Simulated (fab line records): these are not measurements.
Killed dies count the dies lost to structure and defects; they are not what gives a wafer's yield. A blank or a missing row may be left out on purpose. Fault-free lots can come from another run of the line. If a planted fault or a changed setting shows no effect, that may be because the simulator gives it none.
fab line records	flow n5Finfet
record: lots: 11	wafers: 33	lastDay: 18
route steps=1938 shown BEOL_M14@1760 BEOL_M15@1789 PASSIVATION@1936
lots with no fault: from the same line, run without faults
startH: hours from the record's first day to the start of the lot's first wafer shown	waitH: hours from the lot's prior step to this one	" same as the row above	L1.1+2: a single row standing in for several wafers	- no value, or no start was given	* or withheld: withheld	< > ~ a bound
route shown NAME@n: names a module that has steps shown in the file, with the first one's number in the route	usual: mean/standard deviation of fault-free wafers	same: alike in all rows	chamber/n: place in a boat	sites: per-site readings	_std_site: how widely they spread, as a standard deviation	_edge_site: inner sites' mean taken away from outer sites' mean	radiusMm: how far each site lies from the wafer's centre	mask NAME#n: copy n	behind: tool/chamber where the wafer was last shaped	hold: why the lot was held/for how many hours/how that ended	device: which transistor (n, p or np) failed to switch	end of line: the tests these same wafers got at the end of their route	a step with no rows: only its recipe	killed: dies that structure and defects cost at the first sort, which is not the same as the wafer's yield	map: a wafer's dies, marking killed ones x, the rest . and places with no die _
set.NAME: the setting that was run; set.NAME@STEP: the one run at that earlier step	model.NAME: the simulator's own value behind a step, which no gauge read
a sample of lots followed through the steps of the route, with each step as a table and each wafer as a row
services: when a tool's chamber went out of use (startH, in hours from the record's first day, below 0 if earlier), for how many hours, and the reason
== steps ==
step: N5_BEOL_M14_DEGAS_41
recipe: ambient: vacuum	tempC: 300	timeS: 60
usual: heaterPowerW: 514/48
lot.wafer	tool	chamber	startH	waitH	heaterPowerW
L828.4	pvdSputter-03	-	257.30	0.0	462
L828.5	"	-	"	"	562
L828.6	"	-	"	"	513
L831.3	pvdSputter-02	-	265.03	0.1	564
L831.4	"	-	"	"	517
L831.5	"	-	"	"	567
L835.2	pvdSputter-02	-	298.18	0.2	588
L835.3	"	-	"	"	509
L835.6	"	-	"	"	554
L839.1	pvdSputter-03	-	325.75	0.4	456
L839.3	"	-	"	"	471
L839.5	"	-	"	"	536
L840.1	pvdSputter-03	-	343.00	0.4	521
L840.2	"	-	"	"	556
L840.6	"	-	"	"	531
L844.1	pvdSputter-03	-	373.42	0.3	462
L844.4	"	-	"	"	454
L844.5	"	-	"	"	451
L846.1	pvdSputter-02	-	378.97	2.4	521
L846.4	"	-	"	"	581
L846.6	"	-	"	"	435
L848.3	pvdSputter-03	-	380.77	0.2	514
L848.4	"	-	"	"	455
L848.6	"	-	"	"	455
L849.1	pvdSputter-02	-	391.16	3.6	577
L849.5	"	-	"	"	433
L849.6	"	-	"	"	511
L851.3	pvdSputter-01	-	408.92	0.3	585
L851.4	"	-	"	"	563
L851.6	"	-	"	"	587
L850.1	pvdSputter-01	-	412.24	0.2	568
L850.2	"	-	"	"	476
L850.4	"	-	"	"	510
step: N5_BEOL_M14_SPUTTER_43
recipe: material: TaN	targetThkA: 150	tempC: 50	biasV: 168.6	powerW: 15000	chamberPressurePa: 0.12	timeS: 24.19
usual: substrateTempC: 50.02/0.12	throttleValvePct: 30.0/0.93
lot.wafer	tool	chamber	startH	waitH	substrateTempC	throttleValvePct
L828.4	pvdSputter-03	-	257.38	0.0	50.10	31.2
L828.5	"	-	"	"	49.89	30.0
L828.6	"	-	"	"	49.81	31.7
L831.3	pvdSputter-02	-	265.11	0.0	50.04	29.6
L831.4	"	-	"	"	50.13	30.1
L831.5	"	-	"	"	49.69	29.6
L835.2	pvdSputter-02	-	298.26	0.0	50.04	29.3
L835.3	"	-	"	"	50.04	29.8
L835.6	"	-	"	"	50.00	29.6
L839.1	pvdSputter-03	-	325.83	0.0	50.26	29.3
L839.3	"	-	"	"	49.95	31.2
L839.5	"	-	"	"	50.06	31.5
L840.1	pvdSputter-03	-	343.08	0.0	50.08	31.7
L840.2	"	-	"	"	49.98	29.8
L840.6	"	-	"	"	49.91	31.6
L844.1	pvdSputter-03	-	373.50	0.0	50.09	31.2
L844.4	"	-	"	"	50.08	29.2
L844.5	"	-	"	"	50.01	29.2
L846.1	pvdSputter-02	-	379.05	0.0	49.95	30.3
L846.4	"	-	"	"	49.83	29.6
L846.6	"	-	"	"	49.74	30.0
L848.3	pvdSputter-03	-	380.86	0.0	50.24	31.9
L848.4	"	-	"	"	50.01	29.1
L848.6	"	-	"	"	49.92	29.1
L849.1	pvdSputter-02	-	391.24	0.0	50.07	29.8
L849.5	"	-	"	"	50.25	30.1
L849.6	"	-	"	"	50.01	30.1
L851.3	pvdSputter-01	-	409.00	0.0	49.74	29.8
L851.4	"	-	"	"	50.12	30.7
L851.6	"	-	"	"	49.89	29.9
L850.1	pvdSputter-01	-	412.32	0.0	49.91	30.6
L850.2	"	-	"	"	50.00	28.8
L850.4	"	-	"	"	49.94	28.5
step: N5_BEOL_M15_STRIP_63
recipe: chemistry: O2	powerW: 600	tempC: 60	pressureMtorr: 30	rfFrequencyHz: 6e+07	biasPowerW: 0	overashFraction: 0.3	o2FlowSccm: 225
usual: chamberPressureMTorr: 30.00/0.045	drypumpMotorCurrentA: 5.8/0.53	oesProductAu: 0.77/0.088	rfVppV: 3.8/0.78	showerheadPlenumPTorr: 2.09/0.07	throttleValvePct: 16.6/0.3
same: biasPowerW: 0
lot.wafer	tool	chamber	startH	waitH	chamberPressureMTorr	drypumpMotorCurrentA	oesProductAu	rfHoursCounterH	rfVppV	showerheadPlenumPTorr	throttleValvePct
L828.4	rieDiel-04	1	259	-	29.94	6.3	0.68	-	4.3	2.14	16.4
L828.5	"	0	"	"	30.08	5.3	0.73	-	4.1	2.16	16.7
L828.6	"	2	"	"	30.01	4.9	0.69	-	4.8	2.17	16.7
L831.3	rieDiel-06	1	272	-	30.00	5.4	0.81	86	5.1	2.10	16.2
L831.4	"	0	"	"	30.06	5.9	0.70	222	3.8	2.18	17.0
L831.5	"	2	"	"	29.96	6.2	0.84	-	4.4	2.02	16.6
L835.2	rieDiel-02	2	300	-	30.00	6.3	0.72	222	2.6	2.02	16.9
L835.3	"	1	"	"	29.97	5.1	0.98	3	3.0	2.14	16.0
L835.6	"	0	"	"	29.98	6.4	0.90	-	5.4	2.15	16.4
L839.1	rieDiel-06	3	328	-	30.06	5.2	0.69	208	2.6	2.00	16.8
L839.3	"	2	"	"	39.00	6.2	0.83	72	3.8	2.01	16.7
L839.5	"	1	"	"	29.99	5.4	0.77	-	4.2	2.09	16.3
L840.1	rieDiel-06	2	345	-	39.05	6.2	0.83	76	3.7	2.01	16.7
L840.2	"	3	"	"	30.02	5.2	0.70	213	4.8	2.00	16.8
L840.6	"	2	"	"	38.97	6.2	0.83	-	4.1	2.01	16.7
L844.1	rieDiel-04	3	376	-	29.95	5.9	0.91	36	2.7	2.23	16.4
L844.4	"	0	"	"	30.07	5.3	0.69	-	4.2	2.14	16.8
L844.5	"	3	"	"	30.06	5.9	0.90	-	3.7	2.23	16.4
L846.1	rieDiel-02	2	381	-	29.99	6.3	0.69	247	2.5	2.01	17.0
L846.4	"	1	"	"	30.00	5.1	0.90	-	3.5	2.13	16.0
L846.6	"	2	"	"	29.99	6.3	0.69	-	3.5	2.01	17.0
L848.3	rieDiel-02	2	383	-	29.94	6.3	0.69	248	2.8	2.01	16.9
L848.4	"	0	"	"	30.03	6.4	0.83	-	4.3	2.14	16.5
L848.6	"	2	"	"	30.04	6.3	0.69	-	3.1	2.01	17.0
L849.1	rieDiel-04	3	393	-	29.93	5.9	0.90	44	2.4	2.23	16.4
L849.5	"	3	"	"	29.97	5.9	0.90	-	5.6	2.23	16.4
L849.6	"	0	"	"	30.00	5.3	0.70	-	4.9	2.14	16.8
L851.3	rieDiel-02	1	411	-	29.98	5.0	0.88	41	3.7	2.13	16.0
L851.4	"	3	"	"	30.07	6.5	0.96	-	3.2	2.02	16.1
L851.6	"	1	"	"	29.89	5.1	0.88	-	2.9	2.13	16.1
L850.1	rieDiel-06	0	414	-	30.05	5.9	0.98	3	3.3	2.17	16.6
L850.2	"	1	"	"	29.98	5.4	0.77	131	4.7	2.08	16.3
L850.4	"	2	"	"	30.01	6.2	0.78	102	2.5	2.00	16.7
step: N5_BEOL_M15_CD_MEAS_17
recipe: targetCdNm: 360	polarity: opening
usual: cdNm: 363.3/2.4
lot.wafer	tool	chamber	startH	waitH	cdNm
L828.4	cdSem-01	-	260.04	0.0	362.6
L828.5	"	-	"	"	362.8
L828.6	"	-	"	"	363.6
L831.3	cdSem-03	-	272.22	0.0	360.9
L831.4	"	-	"	"	359.4
L831.5	"	-	"	"	369.4
L835.2	cdSem-01	-	300.92	0.0	360.2
L835.3	"	-	"	"	359.5
L835.6	"	-	"	"	363.1
L839.1	cdSem-01	-	328.25	0.0	364.1
L839.3	"	-	"	"	367.9
L839.5	"	-	"	"	361.4
L840.1	cdSem-03	-	345.59	0.0	365.8
L840.2	"	-	"	"	366.0
L840.6	"	-	"	"	367.5
L844.1	cdSem-01	-	376.17	0.0	361.1
L844.4	"	-	"	"	363.5
L844.5	"	-	"	"	361.5
L846.1	cdSem-01	-	381.83	0.0	362.7
L846.4	"	-	"	"	361.0
L846.6	"	-	"	"	364.7
L848.3	cdSem-02	-	383.54	0.0	364.8
L848.4	"	-	"	"	363.2
L848.6	"	-	"	"	363.6
L849.1	cdSem-01	-	394.07	0.0	366.4
L849.5	"	-	"	"	364.5
L849.6	"	-	"	"	360.2
L851.3	cdSem-03	-	411.44	0.0	361.9
L851.4	"	-	"	"	360.0
L851.6	"	-	"	"	360.9
L850.1	cdSem-01	-	414.71	0.0	365.0
L850.2	"	-	"	"	365.4
L850.4	"	-	"	"	364.7
step: N5_PASSIVATION_PROBE_49
usual: defectLimitedYield: 91.5/1.3	killed_at_M0_to_M3: 36/10	killed_at_M4_up: 13/4.7	killedAtContacts: 13/6.7	killedAtFrontEnd: 37/9.7	killedAtOther: 2.6/2.3	killedDies: 101/15	killedOnRim: 14/4.3	killedOpen: 67/12	killedShort: 32/6.7	sort_bin_4_leakage: 0.0/0.31	sort_bin_5_function: 5.0/0.89	sort_bin_6_memory: 3.2/0.63	sort_bin_8_speed: 0.01/0.03	sortNPass: 1079/16	sortYieldPct: 91.4/1.4
same: grossDies: 1180	killedAtBackSide: 0
lot.wafer	tool	chamber	startH	waitH	defectLimitedYield[%]	killed_at_M0_to_M3	killed_at_M4_up	killedAtContacts	killedAtFrontEnd	killedAtOther	killedDies	killedOnRim	killedOpen	killedShort	sort_bin_4_leakage[%]	sort_bin_5_function[%]	sort_bin_6_memory[%]	sort_bin_8_speed[%]	sortNPass	sortYieldPct[%]
L839.1	prober-02	-	349.39	0.0	92.1	32	14	13	33	1	93	23	68	21	0	5.7	2.2	0	1087	92.1
L839.3	prober-02	-	349.49	0.1	89.8	47	16	17	34	6	120	18	78	34	0	6.1	3.3	0	1060	89.8
L839.5	prober-02	-	349.59	0.2	91.2	32	22	15	35	0	104	14	71	31	0	4.7	3.7	0	1076	91.2
killed by level:class
L839.1 MOL_CONTACT_COAG:geometricParticle:open=11 STI_FIN_REVEAL:geometricParticle:open=10 BEOL_M0_SAQP:geometricParticle:open=7 BEOL_M1:geometricParticle:open=7 BEOL_M3:geometricParticle:open=6 BEOL_M4:geometricParticle:open=6 STI_FIN_REVEAL:geometricParticle:short=4 DUMMY_GATE:geometricParticle:open=4
L839.3 MOL_CONTACT_COAG:geometricParticle:open=15 BEOL_M2:geometricParticle:open=14 BEOL_M4:geometricParticle:open=11 BEOL_M1:geometricParticle:open=9 BEOL_M0_SAQP:geometricParticle:short=8 BEOL_M0_SAQP:geometricParticle:open=7 HKMG_FIN:areaEtch=7 GATE_CUT:geometricParticle:short=5
L839.5 MOL_CONTACT_COAG:geometricParticle:open=11 BEOL_M1:geometricParticle:open=7 BEOL_M3:geometricParticle:open=7 STI_FIN_REVEAL:geometricParticle:open=6 GATE_CUT:geometricParticle:open=6 BEOL_M4:geometricParticle:open=5 DUMMY_GATE:geometricParticle:open=4 ILD0:geometricParticle:open=4
== services ==
tool	chamber	startH	hours	kind
pvdSputter-01	-	234.69	2.1	repair
rieDiel-04	3	237.79	-	clean
pvdSputter-01	-	256.70	7.0	repair
rieDiel-02	1	267.30	-	clean
rieDiel-02	1	267.30	-	consumableReplace:esc
rieDiel-02	1	267.30	-	consumableReplace:focusRing
rieDiel-02	1	267.30	22.7	scheduledDown
rieDiel-02	1	267.30	22.7	ventCycle
pvdSputter-01	-	340.25	1.8	repair
rieDiel-02	3	379.85	-	clean
rieDiel-02	3	379.85	-	consumableReplace:focusRing
rieDiel-02	3	379.85	18.0	scheduledDown
rieDiel-02	3	379.85	18.0	ventCycle
rieDiel-06	0	390.39	-	clean
rieDiel-06	0	390.39	-	consumableReplace:focusRing
rieDiel-06	0	390.39	16.0	scheduledDown
rieDiel-06	0	390.39	16.0	ventCycle
rieDiel-02	2	397.98	-	clean
rieDiel-02	2	397.98	-	consumableReplace:focusRing
rieDiel-02	2	397.98	-	consumableReplace:showerhead
rieDiel-02	2	397.98	19.7	scheduledDown
rieDiel-02	2	397.98	19.7	ventCycle
rieDiel-02	-	408.08	0.5	repair
pvdSputter-01	-	414.15	8.3	repair
== key ==
firstSign: step: N5_BEOL_M15_STRIP_63	reading: chamberPressureMTorr	direction: up	sigmas: 99+	usual: *	struck: *
effect none on later readings
metAt N5_BEOL_M15_STRIP_63
struckLots L839,L840
struckWafers L839.3,L840.1,L840.6
notActingAt N5_BEOL_M14_DEGAS_41,N5_BEOL_M14_SPUTTER_43,N5_BEOL_M15_CD_MEAS_17
onsetBetween 272 328
fault: kind: processParameterDrift	tool: rieDiel-06	chamber: 2	onsetH: 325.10	steps: N5_BEOL_M15_STRIP_63	channel: pressureMtorr	offset: *	shape: step	endH: 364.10	actsIn: *	stated: *
